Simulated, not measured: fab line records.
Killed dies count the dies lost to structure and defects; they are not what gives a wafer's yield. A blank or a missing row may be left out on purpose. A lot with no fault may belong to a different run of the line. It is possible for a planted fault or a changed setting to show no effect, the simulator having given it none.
Matching of chambers	flow n5 finfet	N5_BEOL_M0_CO_CAP_123 on cvd co-02: 3 sister chambers
The step material Co, precursor CCTBA/H2, target thk 2 nm, time 102.1 s. 3 wafers are shown with their chamber, then 12 later ones without.

## EACH WAFER AND ITS CHAMBER
wafer	chamber	heater power w (W)
L085.6	2	213
L088.2	0	264
L088.5	1	226

## WAFERS WHOSE CHAMBER IS MISSING
wafer	heater power w (W)
L089.2	270
L089.5	227
L089.6	267
L091.1	225
L091.3	270
L091.6	273
L092.1	228
L092.2	273
L092.5	217
L094.2	223
L094.3	225
L094.4	265

## CHAMBER TAKEN BY EACH
wafer	from the rows above	in truth
L089.2	0	0
L089.5	1	1
L089.6	0	0
L091.1	1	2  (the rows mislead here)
L091.3	0	0
L091.6	0	0
L092.1	1	1
L092.2	0	0
L092.5	can't be placed: 2 or 1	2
L094.2	can't be placed: 1 or 2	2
L094.3	1	1
L094.4	0	0
Correctly placed: 9 of 12. Not placeable from these rows: 2 (in 2, the candidates include the true chamber). Number placed wrongly: 1.
How it was worked out, from the rows above alone: a wafer's distance from a chamber is the root of the sum, over the readings, of the square of ((its reading less the chamber's mean) divided by the reading's scatter). The wafer belongs to the nearest chamber; if the next one is less than 2 further off, it can't be placed. The mean given for a chamber averages the wafers shown for that chamber. The scatter: with one shown wafer a chamber, the root of the mean of the squares of how far each hidden wafer lies from its nearest shown one.
